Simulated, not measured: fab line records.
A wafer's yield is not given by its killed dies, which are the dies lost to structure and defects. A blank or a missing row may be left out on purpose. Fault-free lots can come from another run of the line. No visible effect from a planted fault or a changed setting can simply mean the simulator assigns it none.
fab line records	flow nand-harc
record: lots: 7	wafers: 19	last-day: 33
route steps=1302 shown A_CONTACT@1032
lots with no fault: from the same line, run without faults
start-h: hours from the record's first day to the start of the lot's first wafer shown	wait-h: time in hours since the lot's previous step	" unchanged from the row above	L1.1+2: a row that stands for several wafers	- no value present, or no start provided	* or withheld: withheld	< > ~ a bound
route shown NAME@n: a module of which the file shows steps, and the number in the route of the first	usual: mean and standard deviation over wafers with no fault	same: alike in all rows	chamber/n: place in a boat	sites: each site's reading	_std_site: how widely they spread, as a standard deviation	_edge_site: outer sites' mean less inner sites'	radius-mm: how far each site lies from the wafer's centre	mask NAME#n: copy n	behind: tool/chamber where the wafer was last shaped	hold: the reason the lot was held/the length of the hold in hours/how it ended	device: the transistor (n, p or np) that didn't switch	end of line: tests of these same wafers at the route's end	a step without rows: its recipe alone	killed: dies lost to structure and defects at the first sort, not the wafer's yield	map: shows each die of a wafer: x if killed, . if not, _ if none is there
set.NAME: the run value of the setting; set.NAME@STEP: its run value at that earlier step	model.NAME: the simulator's own value behind a step, which no gauge read
lots at selected steps of the route; one table per step, one row per wafer
services: when a tool's chamber went out of use (start-h, in hours from the record's first day, below 0 if earlier), for how many hours, and the reason
== steps ==
step: NHARC_A_CONTACT_COAT_62
recipe: temp-c: 225	time-s: 65
step: NHARC_A_CONTACT_COAT_63
recipe: spin-rpm: 1500	resist-thk-nm: 90
step: NHARC_A_CONTACT_SOFTBAKE_64
recipe: temp-c: 105	time-s: 55
step: NHARC_A_CONTACT_EBR_65
step: NHARC_A_CONTACT_EXPOSE_66
recipe: na: 1.35	sigma-outer: 0.8	dose-mj: 59.02	mask-id: A_CC_2
step: NHARC_A_CONTACT_PEB_67
recipe: peb-temp-c: 100	peb-time-s: 65
step: NHARC_A_CONTACT_DEVELOP_68
recipe: develop-time-s: 35	dev-temp-c: 23
step: NHARC_A_CONTACT_CD_MEAS_69
recipe: target-cd-nm: 300	landing-energy-ev: 500
usual: cd-nm: 300.0/0.64
lot.wafer	tool	chamber	start-h	wait-h	cd-nm
L628.1	cd-sem-02	0	582.38	-	299.6
L628.2	"	0	"	"	299.8
L628.3	"	0	"	"	299.4
L627.1	cd-sem-01	0	586.99	-	300.1
L627.2	"	0	"	"	299.9
L627.5	"	0	"	"	299.0
L630.1	cd-sem-01	0	601.93	-	299.2
L630.4	"	0	"	"	299.3
L630.5	"	0	"	"	299.5
L633.1	cd-sem-01	0	612.03	-	299.6
L633.2	"	0	"	"	300.4
L632.1	cd-sem-02	0	612.98	-	298.9
L632.2	"	0	"	"	298.7
L632.4	"	0	"	"	300.1
L631.1	cd-sem-02	0	616.85	-	300.0
L631.2	"	0	"	"	299.8
L643.1	cd-sem-03	0	723.05	-	300.9
L643.2	"	0	"	"	300.5
L643.3	"	0	"	"	300.7
step: NHARC_A_CONTACT_OVL_MEAS_70
usual: overlay-x-nm: -0.1/0.88	overlay-y-nm: -0.5/0.88
lot.wafer	tool	chamber	start-h	wait-h	overlay-x-nm	overlay-y-nm
L628.1	overlay-02	-	582.47	-	0.5	0.2
L628.2	"	-	"	"	0.3	0.4
L628.3	"	-	"	"	0.2	0.6
L627.1	overlay-01	-	587.08	-	0.3	1.0
L627.2	"	-	"	"	0.1	0.5
L627.5	"	-	"	"	0.1	0.6
L630.1	overlay-02	-	602.02	-	1.1	-0.9
L630.4	"	-	"	"	1.4	-0.6
L630.5	"	-	"	"	1.6	-0.7
L633.1	overlay-02	-	612.12	-	-2.4	-0.9
L633.2	"	-	"	"	-1.7	-1.2
L632.1	overlay-01	-	613.07	-	-1.1	-2.1
L632.2	"	-	"	"	-0.9	-2.5
L632.4	"	-	"	"	-0.4	-2.2
L631.1	overlay-01	-	616.94	-	-0.9	-0.1
L631.2	"	-	"	"	-0.1	0.3
L643.1	overlay-02	-	723.14	-	1.0	0.5
L643.2	"	-	"	"	0.8	-0.1
L643.3	"	-	"	"	0.8	0.2
step: NHARC_A_CONTACT_INSPECT_71
usual: raw-defect-count: 83/38
lot.wafer	tool	chamber	start-h	wait-h	raw-defect-count
L628.1	defect-inspect-02	-	582.51	0.0	26
L628.2	"	-	"	"	35
L628.3	"	-	"	"	30
L627.1	defect-inspect-02	-	587.11	0.0	107
L627.2	"	-	"	"	126
L627.5	"	-	"	"	102
L630.1	defect-inspect-01	-	602.06	0.0	56
L630.4	"	-	"	"	64
L630.5	"	-	"	"	67
L633.1	defect-inspect-01	-	612.15	0.0	113
L633.2	"	-	"	"	118
L632.1	defect-inspect-01	-	613.11	0.0	44
L632.2	"	-	"	"	47
L632.4	"	-	"	"	46
L631.1	defect-inspect-01	-	616.98	0.0	97
L631.2	"	-	"	"	86
L643.1	defect-inspect-02	-	723.17	0.0	118
L643.2	"	-	"	"	117
L643.3	"	-	"	"	116
step: NHARC_A_CONTACT_DESCUM_74
recipe: time-s: 3	o2-flow-sccm: 200	ar-flow-sccm: 0	bias-power-w: 0	chemistry: O2
usual: drypump-motor-current-A: 6.2/0.33	oes-product-au: 0.997/0.012	rf-vpp-V: 57.7/0.95	showerhead-plenum-p-Torr: 1.90/0.098	throttle-valve-pct: 11.311/0.01
lot.wafer	tool	chamber	start-h	wait-h	drypump-motor-current-A	oes-product-au	rf-hours-counter-h	rf-vpp-V	showerhead-plenum-p-Torr	throttle-valve-pct
L628.2	rie-diel-10	1	582.57	0.1	6.1	0.992	23	57.0	1.96	11.310
L628.1	"	3	"	"	6.6	0.977	26	57.8	1.81	11.324
L628.3	"	0	"	"	6.1	0.988	24	57.0	2.02	11.312
L627.1	rie-diel-03	0	587.17	0.1	6.4	0.994	37	55.7	1.81	11.300
L627.2	"	2	"	"	6.7	0.987	39	58.1	2.04	11.310
L627.5	"	1	"	"	6.0	0.996	-	57.0	1.79	11.321
L630.1	rie-diel-11	1	602.15	0.1	5.5	1.000	54	57.3	1.87	11.316
L630.4	"	3	"	"	6.5	0.988	52	59.8	2.04	11.313
L630.5	"	1	"	"	5.5	1.012	-	57.6	1.87	11.304
L633.2	rie-diel-10	2	612.22	0.1	6.5	1.005	1	54.9	1.79	11.325
L633.1	"	3	"	"	6.6	0.982	1	57.6	1.81	11.318
L632.4	rie-diel-10	1	613.41	0.3	6.0	1.007	2	58.4	1.96	11.319
L632.2	"	2	"	"	6.5	0.991	2	56.5	1.79	11.347
L632.1	"	3	"	"	6.6	0.975	2	59.0	1.81	11.309
L631.1	rie-diel-10	0	617.04	0.1	6.1	1.000	4	57.8	2.02	11.304
L631.2	"	1	"	"	6.0	1.003	3	58.4	1.96	11.301
L643.1	rie-diel-11	0	723.23	0.1	5.8	1.007	35	57.4	1.89	11.325
L643.2	"	2	"	"	5.7	0.994	29	58.5	2.07	11.327
L643.3	"	3	"	"	6.5	1.021	33	58.2	2.03	11.316
step: NHARC_A_CONTACT_ETCH_75
recipe: target-depth-a: 390	over-etch-frac: 0.3	time-s: 65	ion-energy-ev: 80	cf4-flow-sccm: 150	ar-flow-sccm: 0	rf-w: 300	bias-w: 100	chemistry: CF4
usual: drypump-motor-current-A: 6.2/0.33	oes-product-au: 0.998/0.011	rf-vpp-V: 151.1/1.3	showerhead-plenum-p-Torr: 1.76/0.085	throttle-valve-pct: 13.284/0.0092
lot.wafer	tool	chamber	start-h	wait-h	drypump-motor-current-A	oes-product-au	rf-hours-counter-h	rf-vpp-V	showerhead-plenum-p-Torr	throttle-valve-pct
L628.1	rie-diel-10	3	582.66	0.1	6.6	0.983	26	150.6	1.68	13.291
L628.3	"	0	"	"	6.1	1.016	24	153.5	1.86	13.287
L628.2	"	2	"	"	6.5	0.976	26	150.4	1.67	13.281
L627.1	rie-diel-03	3	587.26	0.1	6.3	0.986	37	150.2	1.72	13.285
L627.2	"	2	"	"	6.7	0.980	39	153.0	1.88	13.282
L627.5	"	3	"	"	6.3	0.981	-	150.9	1.72	13.272
L630.4	rie-diel-11	2	602.56	0.4	5.7	1.014	53	149.1	1.64	13.300
L630.1	"	0	"	"	5.8	0.989	54	150.7	1.76	13.283
L630.5	"	1	"	"	5.5	1.001	-	151.9	1.73	13.277
L633.2	rie-diel-10	1	612.30	0.1	6.0	0.988	1	153.4	1.81	13.289
L633.1	"	2	"	"	6.5	0.988	1	150.0	1.67	13.279
L632.1	rie-diel-10	2	613.50	0.1	6.5	0.991	2	149.3	1.67	13.265
L632.2	"	3	"	"	6.6	0.978	2	150.8	1.68	13.284
L632.4	"	0	"	"	6.1	1.004	2	152.6	1.86	13.268
L631.2	rie-diel-10	2	617.13	0.1	6.5	0.991	3	148.9	1.67	13.271
L631.1	"	0	"	"	6.1	1.001	4	154.3	1.86	13.298
L643.3	rie-diel-11	2	723.32	0.1	5.7	0.997	29	152.6	1.90	13.302
L643.1	"	3	"	"	6.5	1.026	33	152.2	1.87	13.285
L643.2	"	0	"	"	5.8	1.000	35	149.9	1.75	13.282
step: NHARC_A_CONTACT_ETCH_76
recipe: target-depth-a: 2600	over-etch-frac: 0.3	time-s: 475.3	ion-energy-ev: 200	n2-flow-sccm: 150	h2-flow-sccm: 150	ar-flow-sccm: 0	rf-w: 400	bias-w: 150	chemistry: N2/H2
usual: drypump-motor-current-A: 6.2/0.33	oes-product-au: 0.997/0.01	rf-vpp-V: 430/3.1	showerhead-plenum-p-Torr: 2.02/0.11	throttle-valve-pct: 14.171/0.0098
lot.wafer	tool	chamber	start-h	wait-h	drypump-motor-current-A	oes-product-au	rf-hours-counter-h	rf-vpp-V	showerhead-plenum-p-Torr	throttle-valve-pct
L628.1	rie-diel-10	3	582.75	-	6.6	0.992	26	428	1.92	14.153
L628.2	"	1	"	"	6.0	1.006	23	432	2.09	14.169
L628.3	"	2	"	"	6.5	0.989	26	427	1.91	14.200
L627.1	rie-diel-03	0	587.35	-	6.4	1.002	37	426	1.93	14.172
L627.2	"	1	"	"	6.0	0.991	41	428	1.91	14.175
L627.5	"	1	"	"	6.0	1.007	-	426	1.91	14.177
L630.1	rie-diel-11	0	602.68	-	5.8	0.987	54	430	2.03	14.154
L630.4	"	2	"	"	5.7	1.009	53	426	1.87	14.159
L630.5	"	3	"	"	6.5	0.992	-	434	2.18	14.175
L633.1	rie-diel-10	3	612.43	-	6.6	0.822	1	428	1.92	14.162
L633.2	"	0	"	"	6.1	1.008	2	435	2.15	14.172
L632.4	rie-diel-10	1	613.62	-	6.0	1.003	2	432	2.09	14.180
L632.1	"	2	"	"	6.5	0.833	2	426	1.91	14.160
L632.2	"	3	"	"	6.6	0.984	2	427	1.92	14.171
L631.2	rie-diel-10	2	617.22	-	6.5	0.997	3	427	1.91	14.165
L631.1	"	0	"	"	6.1	0.838	4	433	2.15	14.172
L643.3	rie-diel-11	3	723.41	-	6.5	1.001	33	434	2.17	14.163
L643.2	"	1	"	"	5.5	1.012	31	430	1.98	14.159
L643.1	"	2	"	"	5.7	1.009	29	435	2.21	14.165
step: NHARC_A_CONTACT_ETCH_77
recipe: target-depth-a: 1089	time-s: 54.5	cf4-flow-sccm: 100	chf3-flow-sccm: 30	ar-flow-sccm: 0	rf-w: 500	bias-w: 200	chemistry: CF4/CHF3
usual: drypump-motor-current-A: 6.2/0.32	oes-product-au: 0.943/0.024	rf-vpp-V: 370.2/2.7	showerhead-plenum-p-Torr: 1.56/0.076	throttle-valve-pct: 16.803/0.0085
lot.wafer	tool	chamber	start-h	wait-h	drypump-motor-current-A	oes-product-au	rf-hours-counter-h	rf-vpp-V	showerhead-plenum-p-Torr	throttle-valve-pct
L628.1	rie-diel-10	2	-	-	6.5	0.912	26	367.1	1.48	16.800
L628.2	"	3	"	"	6.6	0.909	27	367.5	1.49	16.817
L628.3	"	1	"	"	6.0	0.912	23	371.8	1.61	16.791
L627.1	rie-diel-03	2	-	-	6.6	0.920	39	372.3	1.67	16.801
L627.2	"	3	"	"	6.3	0.913	38	368.6	1.53	16.808
L627.5	"	0	"	"	6.4	0.925	-	366.4	1.49	16.798
L630.1	rie-diel-11	0	-	-	5.8	0.918	54	370.8	1.57	16.790
L630.4	"	1	"	"	5.5	0.924	55	369.7	1.54	16.826
L630.5	"	2	"	"	5.7	0.933	-	365.6	1.46	16.811
L633.2	rie-diel-10	1	-	-	6.0	0.991	1	372.5	1.61	16.793
L633.1	"	0	"	"	6.1	0.987	2	373.8	1.65	16.783
L632.2	rie-diel-10	1	-	-	6.0	0.962	2	373.2	1.61	16.791
L632.4	"	3	"	"	6.6	0.945	3	368.0	1.49	16.814
L632.1	"	0	"	"	6.1	0.983	3	373.8	1.65	16.793
L631.1	rie-diel-10	1	-	-	6.0	0.925	3	371.7	1.61	16.791
L631.2	"	3	"	"	6.6	0.907	4	365.7	1.49	16.802
L643.3	rie-diel-11	0	-	-	5.8	0.971	35	370.8	1.56	16.815
L643.1	"	2	"	"	5.7	0.977	29	374.3	1.69	16.803
L643.2	"	3	"	"	6.4	0.989	33	372.6	1.66	16.806
== services ==
tool	chamber	start-h	hours	kind
rie-diel-10	0	575.75	-	clean
rie-diel-10	1	575.75	-	clean
rie-diel-10	2	575.75	-	clean
rie-diel-10	3	575.75	-	clean
rie-diel-10	3	584.32	14.6	repair
rie-diel-03	3	593.75	15.1	repair
rie-diel-10	-	596.77	9.0	pm
rie-diel-10	0	596.77	9.0	vent-cycle
rie-diel-10	1	596.77	9.0	vent-cycle
rie-diel-10	2	596.77	9.0	vent-cycle
rie-diel-10	0	605.77	-	clean
rie-diel-10	1	605.77	-	clean
rie-diel-10	2	605.77	-	clean
rie-diel-10	3	605.77	-	clean
rie-diel-11	-	609.53	9.0	pm
rie-diel-10	0	630.27	-	clean
rie-diel-10	1	630.27	-	clean
rie-diel-10	2	630.27	-	clean
rie-diel-10	3	630.27	-	clean
rie-diel-10	3	632.89	4.0	repair
rie-diel-03	-	635.43	9.0	pm
rie-diel-03	-	679.03	0.6	repair
rie-diel-03	0	689.40	2.4	repair
rie-diel-03	1	716.53	9.4	repair
== key ==
first-sign: step: NHARC_A_CONTACT_ETCH_76	reading: oes-product-au	direction: down	sigmas: 16	usual: 0.997	struck: 0.831
effect none on later readings
met-at NHARC_A_CONTACT_ETCH_76
struck-wafers L631.1,L632.1,L633.1
later-rows-left-out L631.1,L632.1,L633.1
sort-left-out L631.1,L632.1,L633.1
tester-left-out L631,L632,L633
onset-between 582.75 612.43
fault: kind: process-parameter-drift	tool: rie-diel-10	chamber: -	onset-h: 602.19	steps: NHARC_A_CONTACT_ETCH_76	channel: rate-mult	offset: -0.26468	shape: step	end-h: 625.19	scope: struck-wafers-only
tester-left-out: of these lots the tester's yield and bins aren't shown, on N5 and GAA mostly nor the transistor test; their killed dies are dies lost to structure and defects alone, not to doping, threshold or leakage, so they don't give the yield
sort-left-out: the simulated sort isn't trusted on such a fault, so these wafers' sort isn't shown, and their yield isn't known
later-rows-left-out: the simulator's readings of these wafers behind a module that went badly wrong aren't trusted and aren't shown, but for the sort
